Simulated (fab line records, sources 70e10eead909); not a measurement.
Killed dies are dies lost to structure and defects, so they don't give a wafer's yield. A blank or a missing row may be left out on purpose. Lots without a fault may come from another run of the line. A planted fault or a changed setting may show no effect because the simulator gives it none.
One fault seen from 2 desks | flow nand_harc | each desk has only its own numbers; what lay behind them comes last

THE METROLOGY DESK
What the gauges read, lot by lot, whatever tool the lot ran on: means of the sampled wafers that have a number. A lot is out of limits, marked OUT, if its mean lies more than 4 standard deviations from the usual mean; the brackets give that distance.
Columns: A = cd_nm at NHARC_THIN_TSV_CD_MEAS_16, usual 1000.3 nm
lot  | first seen here | A
L492 | day 24 21:07    | 1000.9
L493 | day 24 22:08    | 1000.3
L494 | day 24 23:23    | 1001.6
L495 | day 25 09:25    | 997.3
L497 | day 25 15:08    | 999.6
L499 | day 26 21:51    | 1001.4
L500 | day 28 10:57    | 999.3
L505 | day 30 16:26    | 999.9
L509 | day 31 06:33    | 998.3
L511 | day 32 04:43    | 1001.2
L514 | day 33 06:01    | 997.7
L513 | day 33 07:11    | 1000.2
This desk's finding: nothing out of limits on any of the 12 lots.

THE TOOL OWNER'S DESK: rie_diel-09
The tool's own readings at NHARC_THIN_TSV_ETCHBACK_48 (etches the open film in C4F8/Ar, target depth 1028.5 nm, time 405.17 s): means of the sampled wafers that have a number, for each lot that ran on this tool. A lot is out of limits, marked OUT, if its mean lies more than 4 standard deviations from the usual mean; the brackets give that distance.
Columns: A = oes_product_au at NHARC_THIN_TSV_ETCHBACK_48, usual 0.943 a.u.; B = rf_fwd_power_W at NHARC_THIN_TSV_ETCHBACK_48, usual 598.9 W; C = rf_vpp_V at NHARC_THIN_TSV_ETCHBACK_48, usual 546 V; D = run_length_s at NHARC_THIN_TSV_ETCHBACK_48, usual 426.7 s
lot  | first seen here | A     | B     | C   | D
L495 | day 25 10:43    | 0.917 | 599.7 | 544 | 426.1
L497 | day 25 16:43    | 0.954 | 599.3 | 545 | 426.7
L505 | day 30 17:52    | 0.926 | 600.0 | 544 | 256.7 (-99 or more) OUT
L509 | day 31 07:52    | 0.959 | 597.5 | 544 | 342.1 (-99 or more) OUT
This desk's finding: out of limits on L505, L509; first on L505, day 30 17:52 (run_length_s at NHARC_THIN_TSV_ETCHBACK_48). In limits: L495, L497.

PUT TOGETHER
The tool owner's desk could have raised an alarm at day 30 17:52, on L505, L509.
The metrology desk saw nothing out of limits.
The metrology desk has L505, L509 on record, within its limits.
Of the lots named, all ran NHARC_THIN_TSV_ETCHBACK_48 on rie_diel-09.

WHAT THE SIMULATOR HAD PUT IN
Process parameter drift: rie_diel-09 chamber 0, from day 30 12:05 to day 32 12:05, at NHARC_THIN_TSV_ETCHBACK_48. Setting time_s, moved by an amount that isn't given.
Lots struck among those shown: L505, L509.
Hours from the fault's start to each desk's first reading out of limits: the tool owner's desk, 6.
